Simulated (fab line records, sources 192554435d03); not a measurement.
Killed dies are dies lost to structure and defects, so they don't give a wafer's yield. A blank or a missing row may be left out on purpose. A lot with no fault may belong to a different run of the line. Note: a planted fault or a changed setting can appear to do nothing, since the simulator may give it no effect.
Split-lot experiment || flow n5Finfet || 21 wafers read across 7 lots, on a route 1938 steps long

ON THE SPLIT
At N5_HKMG_FIN_ETCH_55 (etches SOC in N2/H2, target depth 240 nm, time 300 s), the setting timeS was moved away from the recipe's 300 s on 9 of the 21 wafers read, by -21.6% to +18.5%. All remaining wafers had this setting at the recipe value.

The reading comes from the split's own step.

THE READING
HKMG_FIN.featureDepthNm (the simulator's own value, which no gauge read), in nm, at N5_HKMG_FIN_ETCH_55 (etches SOC in N2/H2, target depth 240 nm, time 300 s). The file gives no usual value for it. Across the 12 wafers here that went through the recipe, the average is 240.2 nm and the standard deviation 6 nm.

{"wafer": "L081.2", "tool, chamber at the split": "rieDiel-06, 1", "timeS as run, s": 235.1, "against the recipe": "-21.6%", "HKMG_FIN.featureDepthNm, nm": 187.8, "against lot-mates on the recipe": -50.6}
{"wafer": "L081.3", "tool, chamber at the split": "rieDiel-06, 0", "timeS as run, s": 300, "against the recipe": "recipe", "HKMG_FIN.featureDepthNm, nm": 238.4, "against lot-mates on the recipe": "-"}
{"wafer": "L081.4", "tool, chamber at the split": "rieDiel-06, 0", "timeS as run, s": 235.1, "against the recipe": "-21.6%", "HKMG_FIN.featureDepthNm, nm": 185.2, "against lot-mates on the recipe": -53.2}
{"wafer": "L082.1", "tool, chamber at the split": "rieDiel-01, 2", "timeS as run, s": 265.3, "against the recipe": "-11.6%", "HKMG_FIN.featureDepthNm, nm": 212.4, "against lot-mates on the recipe": -17.4}
{"wafer": "L082.4", "tool, chamber at the split": "rieDiel-01, 2", "timeS as run, s": 265.3, "against the recipe": "-11.6%", "HKMG_FIN.featureDepthNm, nm": 213.4, "against lot-mates on the recipe": -16.4}
{"wafer": "L082.5", "tool, chamber at the split": "rieDiel-01, 0", "timeS as run, s": 300, "against the recipe": "recipe", "HKMG_FIN.featureDepthNm, nm": 229.8, "against lot-mates on the recipe": "-"}
{"wafer": "L083.1", "tool, chamber at the split": "rieDiel-01, 1", "timeS as run, s": 300, "against the recipe": "recipe", "HKMG_FIN.featureDepthNm, nm": 236.2, "against lot-mates on the recipe": "-"}
{"wafer": "L083.4", "tool, chamber at the split": "rieDiel-01, 0", "timeS as run, s": 300, "against the recipe": "recipe", "HKMG_FIN.featureDepthNm, nm": 231.2, "against lot-mates on the recipe": "-"}
{"wafer": "L083.6", "tool, chamber at the split": "rieDiel-01, 2", "timeS as run, s": 300, "against the recipe": "recipe", "HKMG_FIN.featureDepthNm, nm": 243.6, "against lot-mates on the recipe": "-"}
{"wafer": "L089.2", "tool, chamber at the split": "rieDiel-01, 3", "timeS as run, s": 300, "against the recipe": "recipe", "HKMG_FIN.featureDepthNm, nm": 245.6, "against lot-mates on the recipe": "-"}
{"wafer": "L089.3", "tool, chamber at the split": "rieDiel-01, 0", "timeS as run, s": 282.9, "against the recipe": "-5.7%", "HKMG_FIN.featureDepthNm, nm": 215.4, "against lot-mates on the recipe": -30.4}
{"wafer": "L089.6", "tool, chamber at the split": "rieDiel-01, 3", "timeS as run, s": 300, "against the recipe": "recipe", "HKMG_FIN.featureDepthNm, nm": 246, "against lot-mates on the recipe": "-"}
{"wafer": "L092.4", "tool, chamber at the split": "rieDiel-06, 2", "timeS as run, s": 326.4, "against the recipe": "+8.8%", "HKMG_FIN.featureDepthNm, nm": 260.8, "against lot-mates on the recipe": "no lot-mate on the recipe"}
{"wafer": "L092.5", "tool, chamber at the split": "rieDiel-06, 3", "timeS as run, s": 326.4, "against the recipe": "+8.8%", "HKMG_FIN.featureDepthNm, nm": 270.6, "against lot-mates on the recipe": "no lot-mate on the recipe"}
{"wafer": "L092.6", "tool, chamber at the split": "rieDiel-06, 0", "timeS as run, s": 326.4, "against the recipe": "+8.8%", "HKMG_FIN.featureDepthNm, nm": 263, "against lot-mates on the recipe": "no lot-mate on the recipe"}
{"wafer": "L093.1", "tool, chamber at the split": "rieDiel-06, 1", "timeS as run, s": 300, "against the recipe": "recipe", "HKMG_FIN.featureDepthNm, nm": 235.8, "against lot-mates on the recipe": "-"}
{"wafer": "L093.3", "tool, chamber at the split": "rieDiel-06, 2", "timeS as run, s": 300, "against the recipe": "recipe", "HKMG_FIN.featureDepthNm, nm": 239, "against lot-mates on the recipe": "-"}
{"wafer": "L093.5", "tool, chamber at the split": "rieDiel-06, 3", "timeS as run, s": 300, "against the recipe": "recipe", "HKMG_FIN.featureDepthNm, nm": 247.2, "against lot-mates on the recipe": "-"}
{"wafer": "L094.2", "tool, chamber at the split": "rieDiel-06, 2", "timeS as run, s": 300, "against the recipe": "recipe", "HKMG_FIN.featureDepthNm, nm": 240.6, "against lot-mates on the recipe": "-"}
{"wafer": "L094.4", "tool, chamber at the split": "rieDiel-06, 1", "timeS as run, s": 355.4, "against the recipe": "+18.5%", "HKMG_FIN.featureDepthNm, nm": 284.6, "against lot-mates on the recipe": "+39.9"}
{"wafer": "L094.6", "tool, chamber at the split": "rieDiel-06, 3", "timeS as run, s": 300, "against the recipe": "recipe", "HKMG_FIN.featureDepthNm, nm": 248.8, "against lot-mates on the recipe": "-"}

FIT RESULTS
A straight line over all 21 wafers: HKMG_FIN.featureDepthNm changes by +2.52 nm for each +1% of timeS; r = +0.97; the points scatter about the line by 5.7 nm.
The same after taking each lot's own level away (the mean of its wafers on the recipe; 18 wafers): +2.23 nm for each +1%; r = +0.96; scatter 6.5 nm.
According to that fit, moving timeS by its largest amount changes the reading by 48 nm.
From 229.80 to 245.80 nm: that is the span of the lots' own levels, equal to 2.7 times the standard deviation above.
In other words, the slope is changed by the lot-to-lot level; the two fits disagree.
Check: for one of the wafers moved furthest among these (-21.6%), held out of the fit, the line's prediction against its lot-mates is -48 nm. Against them it came out at -50.6 nm.

OTHER SPLITS ON THESE WAFERS
These wafers also went through other splits before the reading. Each is held against what the fit with the lots' levels taken away leaves over:
{"other split on the same wafers": "N5_SD_EPI_N_PRECLEAN_49 timeS", "wafers away from the commonest value": 4, "r with HKMG_FIN.featureDepthNm (lot level and that fit taken away)": "+0.45"}
{"other split on the same wafers": "N5_SDB_COAT_04 spinRpm", "wafers away from the commonest value": 4, "r with HKMG_FIN.featureDepthNm (lot level and that fit taken away)": "+0.23"}
{"other split on the same wafers": "N5_SDB_COAT_05 spinRpm", "wafers away from the commonest value": 3, "r with HKMG_FIN.featureDepthNm (lot level and that fit taken away)": "+0.02"}

THE WHOLE CHAIN: every reading that the file lists as answering this split, in the file's order
{"step": "N5_HKMG_FIN_ETCH_55", "what it does": "etches SOC in N2/H2, target depth 240 nm, time 300 s", "reading": "etch.depthNm (the simulator's own value, which no gauge read)", "change (the file's fit)": "+2.29 nm for each +1% of the setting", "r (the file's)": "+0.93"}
{"step": "N5_HKMG_FIN_ETCH_55", "what it does": "etches SOC in N2/H2, target depth 240 nm, time 300 s", "reading": "HKMG_FIN.featureDepthNm (the simulator's own value, which no gauge read)", "change (the file's fit)": "+2.28 nm for each +1% of the setting", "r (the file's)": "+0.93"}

THE FILE'S OWN FIT
HKMG_FIN.featureDepthNm changes by +2.28 nm for each +1% of timeS, r = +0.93.
